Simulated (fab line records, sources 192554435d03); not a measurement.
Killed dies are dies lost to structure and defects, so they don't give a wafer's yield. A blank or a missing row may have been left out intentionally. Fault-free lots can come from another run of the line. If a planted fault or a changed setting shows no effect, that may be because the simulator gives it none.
The tool behind it: which one? | flow n5Finfet | Sampling: 12 lots, 36 wafers, 3 of 1938 route steps

WHAT THE GAUGES READ, wafer by wafer
N5_BEOL_M7_OCD_MEAS_38.
lot  | measured     | on     | trenchDepthNm (nm)
L074 | day 9 02:20  | ocd-02 | 93.8 93.4 95.6
L077 | day 9 19:26  | ocd-02 | 93.2 95.4 95.0
L079 | day 10 10:49 | ocd-02 | 94.7 90.9 94.7
L082 | day 11 01:07 | ocd-01 | 96.6 90.8 94.6
L084 | day 11 09:25 | ocd-02 | 94.3 93.6 94.9
L085 | day 11 11:38 | ocd-02 | 95.5 93.0 95.3
L088 | day 12 17:14 | ocd-01 | 91.2 91.9 94.9
L089 | day 13 13:58 | ocd-01 | 91.3 94.6 93.3
L093 | day 13 15:51 | ocd-02 | 96.4 91.9 94.6
L092 | day 14 02:55 | ocd-01 | 94.1 91.2 95.3
L094 | day 15 00:08 | ocd-02 | 95.0 95.2 94.1
L096 | day 15 12:49 | ocd-02 | 95.4 95.2 92.5

WHICH TOOL RAN EACH LOT (tool, then ch and the chambers of the sampled wafers, then the start)
lot  | N5_BEOL_M7_DESCUM_33              | N5_BEOL_M7_ETCH_65
L074 | rieDiel-03 ch 1,3, day 9 01:53    | rieDiel-03 ch 1,3, day 9 01:57
L077 | rieDiel-03 ch 0,1, day 9 19:01    | rieDiel-03 ch 0,1, day 9 19:04
L079 | rieDiel-01 ch 0,2,3, day 10 10:23 | rieDiel-01 ch 0,2,3, day 10 10:26
L082 | rieDiel-03 ch 1,2,3, day 11 00:41 | rieDiel-03 ch 1,2,3, day 11 00:44
L084 | rieDiel-06 ch 2,3, day 11 08:59   | rieDiel-06 ch 2,3, day 11 09:02
L085 | rieDiel-03 ch 0,3, day 11 11:13   | rieDiel-03 ch 0,3, day 11 11:16
L088 | rieDiel-01 ch 1,2,3, day 12 16:48 | rieDiel-01 ch 1,2,3, day 12 16:51
L089 | rieDiel-06 ch 0,2,3, day 13 13:32 | rieDiel-06 ch 0,2,3, day 13 13:35
L093 | rieDiel-03 ch 0,1,2, day 13 15:25 | rieDiel-03 ch 0,1,2, day 13 15:28
L092 | rieDiel-06 ch 0,2,3, day 14 02:29 | rieDiel-06 ch 0,2,3, day 14 02:32
L094 | rieDiel-03 ch 0,3, day 14 23:42   | rieDiel-03 ch 0,3, day 14 23:45
L096 | rieDiel-03 ch 1,2,3, day 15 12:23 | rieDiel-03 ch 1,2,3, day 15 12:26
- N5_BEOL_M7_DESCUM_33: chemistry O2, time 7 s.
- N5_BEOL_M7_ETCH_65: etches SiARC in CF4, target depth 15.6 nm, time 26 s.

THE ANSWER, worked out from the rows above alone
Rule: what is usual is taken from the lots themselves. Put in order of their means at a reading, lots are off if they are a third of the lots or fewer, leave a main group of 4 or more, and stand apart from it by a gap of 3 or more times the standard deviation of the main group's means; of several such gaps the widest counts. The tables above print the reading to a certain number of digits; a main group whose means all agree to those digits is not used. A lot without any number at a reading at which 4 lots or more have one is off too. Any other lot the step has rows for is counted as sound.
Across all readings shown, no lot is off: no conclusion can be drawn from this.

WHAT WAS PUT IN BY THE SIMULATOR
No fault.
